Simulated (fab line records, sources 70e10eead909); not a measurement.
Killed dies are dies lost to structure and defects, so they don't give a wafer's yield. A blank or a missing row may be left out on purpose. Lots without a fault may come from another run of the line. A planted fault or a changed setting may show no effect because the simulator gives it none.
fab line records | flow nand_harc | part 1 of 2: steps 1 to 4 of 6
record lots=23 wafers=69 last_day=33
route steps=1302 shown A_STAIRCASE@668
lots that met no fault: from a run of the same line without faults
start_h: hours from the record's first day to the start of the lot's first wafer shown | wait_h: hours since the lot's step before | " the same as in the row above | L1.1+2: a row that stands for several wafers | - no value, or no start given | * or withheld: withheld | < > ~ a bound
route shown NAME@n: a module of which the file shows steps, and the number in the route of the first | usual: mean/standard deviation of fault-free wafers | same: alike in all rows | chamber/n: place in a boat | sites: the reading at each site | _std_site: their standard deviation | _edge_site: outer sites' mean less inner sites' | radius_mm: how far each site lies from the wafer's centre | mask NAME#n: copy n | behind: the tool/chamber that last shaped the wafer | hold: why the lot was held/for how many hours/how that ended | device: the transistor (n, p or np) that didn't switch | end of line: the same wafers' tests at the end of the route | a step without rows: its recipe alone | killed: dies lost to structure and defects at the first sort, not the wafer's yield | map: a wafer's dies, x killed, . not, _ none there
set.NAME: the setting as run; set.NAME@STEP: as run at that earlier step | model.NAME: the simulator's own value behind a step, which no gauge read
steps of the route over a sample of lots; a table a step, a row a wafer
services: from which hour (start_h, from the record's first day; less than 0 if before it) a tool's chamber was out of use, for how many hours, and why
## steps
# step NHARC_A_STAIRCASE_TRIM_12
# recipe time_s=211.2 o2_flow_sccm=500 ar_flow_sccm=0 bias_w=0 chemistry=O2
# usual drypump_motor_current_A=5.8/0.41 mfc_ar_sccm=0.012/0.013 oes_product_au=1.000/0.0091 rf_vpp_V=57.9/0.99 showerhead_plenum_p_Torr=3.57/0.13 throttle_valve_pct=17.036/0.0089
# columns lot.wafer tool chamber start_h wait_h drypump_motor_current_A mfc_ar_sccm oes_product_au rf_hours_counter_h rf_vpp_V showerhead_plenum_p_Torr throttle_valve_pct
L075.1 rie_diel-09 0 353.11 0.1 6.2 0.019 1.007 8 58.1 3.77 17.045
L075.4 " 1 " " 5.5 0 1.005 9 57.9 3.58 17.037
L075.5 " 3 " " 5.0 0 1.013 - 57.9 3.40 17.032
L074.1 rie_diel-13 0 353.23 0.7 5.9 0.024 0.992 1 58.7 3.65 17.045
L074.3 " 2 " " 5.8 0.020 1.001 1 59.5 3.42 17.024
L074.6 " 3 " " 5.9 0 1.012 - 58.5 3.56 17.030
L077.4 rie_diel-09 3 373.00 0.1 5.0 0 1.002 17 56.4 3.40 17.047
L077.3 " 2 " " 6.3 0 1.001 19 56.5 3.67 17.015
L077.6 " 0 " " 6.2 0.019 1.000 - 58.4 3.77 17.031
L076.1 rie_diel-13 0 377.25 0.1 5.9 0.024 0.998 11 58.1 3.64 17.036
L076.5 " 3 " " 5.9 0 1.005 - 57.6 3.56 17.050
L076.4 " 0 " " 5.9 0.024 1.003 - 58.4 3.64 17.028
L078.2 rie_diel-09 2 383.16 0.1 6.3 0 1.007 22 56.5 3.67 17.018
L078.3 " 0 " " 6.2 0.019 0.991 18 59.3 3.77 17.053
L078.5 " 2 " " 6.3 0 0.994 - 59.3 3.67 17.050
L079.1 rie_diel-02 0 409.13 0.1 6.3 0 1.006 2 57.1 3.35 17.044
L079.3 " 1 " " 5.1 0.014 0.983 1 59.5 3.66 17.027
L079.6 " 0 " " 6.3 0 1.010 - 57.9 3.35 17.045
L080.4 rie_diel-13 3 416.84 0.1 5.9 0 1.008 30 59.3 3.55 17.041
L080.1 " 0 " " 5.9 0.024 1.005 28 56.7 3.63 17.032
L080.6 " 2 " " 5.8 0.020 1.003 - 56.3 3.40 17.034
L082.3 rie_diel-02 0 445.60 0.1 6.3 0 0.996 11 56.1 3.34 17.049
L082.4 " 1 " " 5.2 0.014 0.986 10 57.9 3.66 17.055
L082.6 " 1 " " 5.2 0.014 0.992 - 57.7 3.66 17.038
L084.2 rie_diel-13 0 456.66 0.1 5.9 0.024 0.985 40 57.4 3.63 17.042
L084.4 " 2 " " 5.8 0.020 1.006 38 57.1 3.40 17.044
L084.5 " 0 " " 5.9 0.024 0.988 - 57.5 3.63 17.026
L083.1 rie_diel-09 0 459.42 0.1 6.2 0.019 0.997 44 55.8 3.75 17.032
L083.3 " 2 " " 6.3 0 1.006 47 56.8 3.65 17.030
L083.5 " 3 " " 5.0 0 0.999 - 58.9 3.38 17.032
L085.2 rie_diel-13 0 464.30 0.1 5.9 0.024 1.006 43 57.4 3.62 17.050
L085.3 " 1 " " 5.9 0.030 1.014 25 58.7 3.61 17.023
L085.1 " 2 " " 5.8 0.020 1.016 41 57.8 3.40 17.022
L086.2 rie_diel-02 3 464.71 0.1 5.7 0.037 0.989 24 56.5 3.55 17.039
L086.3 " 0 " " 6.3 0 0.992 19 56.6 3.34 17.032
L086.6 " 3 " " 5.7 0.037 0.982 - 58.0 3.55 17.036
L087.4 rie_diel-02 2 497.92 0.1 5.7 0 1.013 29 56.9 3.79 17.031
L087.3 " 3 " " 5.7 0.037 0.985 31 58.4 3.54 17.035
L087.6 " 2 " " 5.6 0 1.010 - 58.6 3.79 17.033
L089.1 rie_diel-02 3 498.27 0.1 5.7 0.037 0.999 31 57.4 3.54 17.027
L089.4 " 1 " " 5.1 0.014 0.995 24 58.3 3.65 17.036
L089.6 " 3 " " 5.7 0.037 0.986 - 58.4 3.54 17.013
L088.4 rie_diel-13 2 508.56 0.1 5.8 0.020 0.998 57 56.6 3.39 17.043
L088.1 " 3 " " 5.9 0 0.998 60 58.4 3.53 17.043
L088.5 " 3 " " 5.9 0 1.002 - 57.8 3.53 17.025
L091.3 rie_diel-02 1 520.41 0.1 5.2 0.014 0.985 31 59.4 3.65 17.055
L091.2 " 3 " " 5.7 0.037 0.995 40 57.8 3.54 17.024
L091.6 " 1 " " 5.1 0.014 0.981 - 57.4 3.65 17.041
L093.3 rie_diel-09 3 528.37 0.1 5.0 0 1.001 6 57.6 3.37 17.046
L093.4 " 1 " " 5.5 0 1.022 5 58.9 3.55 17.031
L093.6 " 3 " " 5.0 0 1.018 - 57.6 3.37 17.039
L090.1 rie_diel-13 2 528.69 0.1 5.8 0.020 0.988 0 56.8 3.39 17.039
L090.5 " 0 " " 5.9 0.024 0.988 - 58.9 3.62 17.034
L090.6 " 1 " " 5.9 0.030 1.005 - 58.1 3.60 17.032
L092.4 rie_diel-02 2 535.98 0.1 5.6 0 1.001 44 60.8 3.78 17.030
L092.5 " 0 " " 6.3 0 1.004 - 56.5 3.33 17.044
L092.6 " 1 " " 5.2 0.014 0.992 - 60.1 3.64 17.044
L094.2 rie_diel-09 1 558.87 0.1 5.5 0 1.008 16 54.7 3.55 17.032
L094.4 " 3 " " 5.0 0 1.001 15 57.4 3.37 17.033
L094.1 " 0 " " 6.2 0.019 0.982 15 56.6 3.74 17.044
L095.3 rie_diel-13 2 559.04 0.1 5.8 0.020 0.999 10 58.5 3.38 17.024
L095.2 " 3 " " 5.9 0 1.005 13 57.7 3.52 17.039
L095.6 " 2 " " 5.8 0.020 1.010 - 55.5 3.38 17.031
L096.4 rie_diel-09 0 576.54 0.2 6.3 0.019 0.975 21 58.0 3.73 17.041
L096.2 " 3 " " 4.9 0 0.996 23 57.9 3.36 17.025
L096.5 " 1 " " 5.5 0 0.999 - 56.5 3.54 17.043
L097.4 rie_diel-09 1 576.73 0.3 5.5 0 1.011 25 56.6 3.54 17.021
L097.2 " 2 " " 6.4 0 1.010 27 59.1 3.63 17.020
L097.5 " 3 " " 4.9 0 1.003 - 57.2 3.36 17.024
# step NHARC_A_STAIRCASE_TRIM_14
# recipe time_s=211.2 o2_flow_sccm=500 ar_flow_sccm=0 bias_w=0 chemistry=O2
# usual drypump_motor_current_A=5.8/0.41 mfc_ar_sccm=0.011/0.012 oes_product_au=1.000/0.0097 rf_vpp_V=57.9/0.95 showerhead_plenum_p_Torr=3.57/0.13 throttle_valve_pct=17.036/0.009
# columns lot.wafer tool chamber start_h wait_h drypump_motor_current_A mfc_ar_sccm oes_product_au rf_hours_counter_h rf_vpp_V showerhead_plenum_p_Torr throttle_valve_pct
L075.1 rie_diel-09 0 - - 6.2 0.019 1.008 8 59.2 3.77 17.031
L075.4 " 2 " " 6.3 0 1.003 12 58.3 3.67 17.046
L075.5 " 1 " " 5.5 0 0.993 - 58.3 3.58 17.039
L074.3 rie_diel-13 3 - - 6.0 0 1.014 1 57.6 3.56 17.048
L074.1 " 0 " " 5.9 0.024 0.991 1 57.8 3.65 17.031
L074.6 " 2 " " 5.8 0.020 1.005 - 57.2 3.42 17.035
L077.4 rie_diel-09 0 - - 6.2 0.019 1.007 17 58.4 3.77 17.033
L077.3 " 1 " " 5.5 0 1.006 18 59.2 3.58 17.049
L077.6 " 3 " " 5.0 0 1.001 - 56.4 3.40 17.039
L076.1 rie_diel-13 2 - - 5.8 0.020 1.003 11 56.5 3.41 17.037
L076.5 " 3 " " 5.9 0 1.001 - 57.5 3.56 17.036
L076.4 " 2 " " 5.8 0.020 1.002 - 57.8 3.41 17.040
L078.3 rie_diel-09 3 - - 5.0 0 0.994 20 57.0 3.40 17.038
L078.2 " 2 " " 6.4 0 1.006 22 58.1 3.67 17.044
L078.5 " 0 " " 6.3 0.019 0.989 - 59.1 3.76 17.049
L079.1 rie_diel-02 1 - - 5.2 0.014 0.995 1 56.8 3.66 17.034
L079.3 " 2 " " 5.6 0 1.006 1 57.2 3.81 17.017
L079.6 " 0 " " 6.3 0 0.999 - 57.8 3.35 17.032
L080.4 rie_diel-13 1 - - 5.9 0.030 0.991 11 57.5 3.62 17.027
L080.1 " 2 " " 5.8 0.020 0.997 27 56.3 3.40 17.039
L080.6 " 1 " " 5.9 0.030 1.006 - 58.2 3.62 17.028
L082.3 rie_diel-02 2 - - 5.7 0 1.005 13 60.0 3.80 17.036
L082.4 " 3 " " 5.7 0.037 0.980 15 55.8 3.55 17.033
L082.6 " 2 " " 5.6 0 0.997 - 58.8 3.80 17.013
L084.4 rie_diel-13 2 - - 5.8 0.020 1.004 38 57.2 3.40 17.037
L084.2 " 1 " " 5.9 0.030 1.009 22 58.9 3.61 17.042
L084.5 " 3 " " 5.9 0 1.004 - 57.1 3.54 17.046
L083.3 rie_diel-09 3 - - 5.0 0 1.006 49 57.6 3.38 17.041
L083.1 " 0 " " 6.3 0.019 1.014 45 58.7 3.75 17.048
L083.5 " 0 " " 6.2 0.019 1.003 - 59.5 3.75 17.035
L085.1 rie_diel-13 2 - - 5.8 0.020 1.015 41 58.9 3.40 17.032
L085.3 " 0 " " 5.9 0.024 0.991 43 59.0 3.62 17.047
L085.2 " 1 " " 5.9 0.030 1.003 25 59.3 3.61 17.032
L086.2 rie_diel-02 3 - - 5.7 0.037 0.988 24 56.9 3.55 17.031
L086.3 " 0 " " 6.3 0 1.009 20 57.6 3.34 17.031
L086.6 " 1 " " 5.1 0.014 0.985 - 58.0 3.65 17.035
L087.4 rie_diel-02 0 - - 6.3 0 0.990 26 57.8 3.34 17.045
L087.3 " 1 " " 5.1 0.014 0.982 24 57.4 3.65 17.055
L087.6 " 0 " " 6.3 0 1.001 - 57.3 3.34 17.034
L089.4 rie_diel-02 2 - - 5.7 0 1.026 29 57.4 3.79 17.039
L089.1 " 0 " " 6.3 0 1.004 26 58.6 3.34 17.034
L089.6 " 2 " " 5.6 0 1.020 - 57.7 3.79 17.047
L088.1 rie_diel-13 0 - - 5.9 0.024 0.995 57 57.4 3.62 17.048
L088.4 " 1 " " 5.9 0.030 1.005 42 58.1 3.60 17.032
L088.5 " 1 " " 6.0 0.030 1.010 - 57.9 3.60 17.032
L091.3 rie_diel-02 2 - - 5.6 0 1.009 36 59.1 3.79 17.029
L091.2 " 3 " " 5.7 0.037 0.994 41 57.0 3.54 17.043
L091.6 " 2 " " 5.6 0 0.997 - 58.9 3.79 17.035
L093.4 rie_diel-09 2 - - 6.4 0 1.000 5 57.3 3.65 17.052
L093.3 " 3 " " 5.0 0 1.001 7 58.0 3.37 17.047
L093.6 " 1 " " 5.5 0 1.006 - 58.1 3.55 17.042
L090.1 rie_diel-13 0 - - 5.9 0.024 0.990 0 59.5 3.62 17.027
L090.5 " 3 " " 5.9 0 1.019 - 57.8 3.53 17.031
L090.6 " 0 " " 5.8 0.024 0.996 - 58.1 3.62 17.038
L092.4 rie_diel-02 0 - - 6.3 0 0.993 42 56.1 3.33 17.032
L092.6 " 2 " " 5.6 0 0.993 - 56.5 3.78 17.051
L092.5 " 3 " " 5.7 0.037 0.989 - 57.7 3.53 17.028
L094.1 rie_diel-09 0 - - 6.2 0.019 0.995 15 58.2 3.73 17.038
L094.4 " 1 " " 5.5 0 0.998 16 57.8 3.55 17.034
L094.2 " 2 " " 6.3 0 1.015 16 59.6 3.64 17.025
L095.2 rie_diel-13 0 - - 5.9 0.024 1.004 12 57.4 3.61 17.042
L095.3 " 1 " " 5.9 0.030 1.009 9 58.3 3.59 17.047
L095.6 " 3 " " 5.9 0 1.017 - 58.1 3.52 17.036
L096.2 rie_diel-09 3 - - 5.0 0 0.993 24 58.3 3.36 17.035
L096.4 " 0 " " 6.2 0.019 0.992 21 58.6 3.73 17.023
L096.5 " 0 " " 6.2 0.019 0.983 - 59.0 3.73 17.037
L097.2 rie_diel-09 2 - - 6.4 0 1.013 27 58.4 3.63 17.036
L097.4 " 3 " " 5.0 0 1.010 24 57.8 3.36 17.041
L097.5 " 1 " " 5.5 0 1.007 - 56.4 3.54 17.033
# step NHARC_A_STAIRCASE_ETCH_17
# recipe target_depth_a=1000 time_s=40.5 ion_energy_ev=400 c4f8_flow_sccm=20 o2_flow_sccm=10 ar_flow_sccm=withheld rf_w=600 bias_w=1000 chemistry=C4F8/O2
# usual oes_product_au=0.942/0.0098 rf_vpp_V=897/5.1
# columns lot.wafer tool chamber start_h wait_h oes_product_au rf_hours_counter_h rf_vpp_V
L074.3 rie_diel-13 0 - - 0.929 1 900
L074.1 " 2 " " 0.941 1 891
L074.6 " 2 " " 0.938 - 892
L075.4 rie_diel-09 2 - - 0.932 12 900
L075.1 " 3 " " 0.936 12 891
L075.5 " 1 " " 0.941 - 898
L077.4 rie_diel-09 3 - - 0.944 17 891
L077.3 " 2 " " 0.939 19 901
L077.6 " 3 " " 0.963 - 890
L076.1 rie_diel-13 3 - - 0.950 11 898
L076.5 " 2 " " 0.948 - 893
L076.4 " 3 " " 0.948 - 896
L078.2 rie_diel-09 1 - - 0.940 21 898
L078.3 " 3 " " 0.945 20 890
L078.5 " 2 " " 0.942 - 900
L079.3 rie_diel-02 1 - - 0.947 2 902
L079.1 " 2 " " 0.958 1 906
L079.6 " 2 " " 0.955 - 907
L080.4 rie_diel-13 3 - - 0.951 30 897
L080.1 " 1 " " 0.931 11 899
L080.6 " 3 " " 0.954 - 896
L082.3 rie_diel-02 0 - - 0.956 12 889
L082.4 " 3 " " 0.915 15 898
L082.6 " 1 " " 0.921 - 900
L084.2 rie_diel-13 3 - - 0.932 43 896
L084.4 " 0 " " 0.935 41 900
L084.5 " 2 " " 0.936 - 891
L083.3 rie_diel-09 0 - - 0.940 45 904
L083.1 " 2 " " 0.962 47 900
L083.5 " 0 " " 0.948 - 904
L085.1 rie_diel-13 0 - - 0.947 43 898
L085.2 " 1 " " 0.937 25 899
L085.3 " 2 " " 0.947 41 891
L086.3 rie_diel-02 3 - - 0.931 25 897
L086.2 " 1 " " 0.937 17 900
L086.6 " 3 " " 0.926 - 896
L087.4 rie_diel-02 1 - - 0.933 24 901
L087.3 " 2 " " 0.948 29 904
L087.6 " 0 " " 0.938 - 887
L089.1 rie_diel-02 3 - - 0.933 32 895
L089.4 " 1 " " 0.916 25 900
L089.6 " 3 " " 0.936 - 895
L088.4 rie_diel-13 2 - - 0.954 57 890
L088.1 " 0 " " 0.956 57 899
L088.5 " 2 " " 0.951 - 889
L091.3 rie_diel-02 3 - - 0.938 41 897
L091.2 " 0 " " 0.939 35 888
L091.6 " 2 " " 0.951 - 904
L093.4 rie_diel-09 2 - - 0.942 6 899
L093.3 " 0 " " 0.928 6 903
L093.6 " 2 " " 0.935 - 901
L090.1 rie_diel-13 1 - - 0.949 0 900
L090.5 " 3 " " 0.948 - 896
L090.6 " 0 " " 0.944 - 898
L092.6 rie_diel-02 0 - - 0.952 - 888
L092.5 " 1 " " 0.942 - 901
L092.4 " 2 " " 0.947 - 905
L094.1 rie_diel-09 3 - - 0.948 15 890
L094.4 " 1 " " 0.950 17 897
L094.2 " 2 " " 0.950 17 900
L095.3 rie_diel-13 3 - - 0.954 13 897
L095.2 " 1 " " 0.959 10 899
L095.6 " 3 " " 0.961 - 896
L096.4 rie_diel-09 2 - - 0.934 28 899
L096.2 " 1 " " 0.938 25 897
L096.5 " 2 " " 0.942 - 901
L097.2 rie_diel-09 2 - - 0.938 28 899
L097.4 " 1 " " 0.950 25 897
L097.5 " 3 " " 0.940 - 891
# step NHARC_A_STAIRCASE_ETCH_21
# recipe target_depth_a=1000 time_s=40.5 ion_energy_ev=400 c4f8_flow_sccm=20 o2_flow_sccm=10 ar_flow_sccm=withheld rf_w=600 bias_w=1000 chemistry=C4F8/O2
# usual oes_product_au=0.947/0.017 rf_vpp_V=897/4.7
# columns lot.wafer tool chamber start_h wait_h oes_product_au rf_hours_counter_h rf_vpp_V
L075.1 rie_diel-09 2 - - 0.948 13 901
L075.4 " 0 " " 0.930 9 904
L075.5 " 3 " " 0.954 - 892
L074.1 rie_diel-02 3 - - 0.946 47 897
L074.3 " 0 " " 0.942 47 889
L074.6 " 1 " " 0.980 - 901
L077.3 rie_diel-09 0 - - 0.950 17 904
L077.4 " 2 " " 0.946 20 902
L077.6 " 1 " " 0.949 - 898
L076.1 rie_diel-09 3 - - 0.922 18 891
L076.4 " 3 " " 0.919 - 891
L076.5 " 2 " " 0.930 - 901
L078.2 rie_diel-09 3 - - 0.945 20 892
L078.3 " 0 " " 0.945 19 904
L078.5 " 2 " " 0.942 - 902
L079.3 rie_diel-09 3 - - 0.955 32 890
L079.1 " 2 " " 0.975 32 901
L079.6 " 0 " " 0.960 - 904
L080.1 rie_diel-13 1 - - 0.931 12 899
L080.4 " 3 " " 0.946 31 897
L080.6 " 1 " " 0.935 - 899
L082.3 rie_diel-09 2 - - 0.960 41 901
L082.4 " 3 " " 0.975 41 889
L082.6 " 1 " " 0.967 - 897
L084.2 rie_diel-13 1 - - 0.940 23 901
L084.4 " 3 " " 0.936 44 896
L084.5 " 1 " " 0.931 - 899
L083.3 rie_diel-13 2 - - 0.987 40 891
L083.1 " 1 " " 0.965 23 899
L083.5 " 2 " " 0.991 - 891
L085.1 rie_diel-13 0 - - 0.939 44 900
L085.2 " 1 " " 0.938 25 899
L085.3 " 3 " " 0.951 46 896
L086.2 rie_diel-09 3 - - 0.941 51 890
L086.3 " 1 " " 0.940 47 897
L086.6 " 3 " " 0.942 - 891
L087.3 rie_diel-02 2 - - 0.954 30 906
L087.4 " 1 " " 0.913 25 898
L087.6 " 2 " " 0.962 - 905
L089.4 rie_diel-13 1 - - 0.929 39 899
L089.1 " 3 " " 0.926 57 896
L089.6 " 1 " " 0.919 - 899
L088.1 rie_diel-09 3 - - 0.978 0 891
L088.4 " 0 " " 0.961 1 906
L088.5 " 2 " " 0.969 - 901
L091.3 rie_diel-02 2 - - 0.956 36 906
L091.2 " 3 " " 0.940 41 897
L091.6 " 3 " " 0.948 - 897
L090.1 rie_diel-13 1 - - 0.932 1 900
L090.6 " 2 " " 0.950 - 891
L090.5 " 3 " " 0.948 - 895
L093.4 rie_diel-09 0 - - 0.927 7 903
L093.3 " 1 " " 0.944 6 898
L093.6 " 3 " " 0.938 - 891
L092.4 rie_diel-13 3 - - 0.991 10 897
L092.6 " 1 " " 0.959 - 899
L092.5 " 2 " " 0.977 - 891
L094.4 rie_diel-09 2 - - 0.951 17 900
L094.1 " 3 " " 0.961 15 890
L094.2 " 0 " " 0.925 15 904
L095.3 rie_diel-13 2 - - 0.935 11 891
L095.2 " 3 " " 0.944 14 898
L095.6 " 3 " " 0.949 - 894
L096.4 rie_diel-13 1 - - 0.943 17 899
L096.2 " 3 " " 0.935 22 896
L096.5 " 0 " " 0.929 - 900
L097.4 rie_diel-09 0 - - 0.928 23 904
L097.2 " 2 " " 0.962 29 898
L097.5 " 1 " " 0.953 - 898
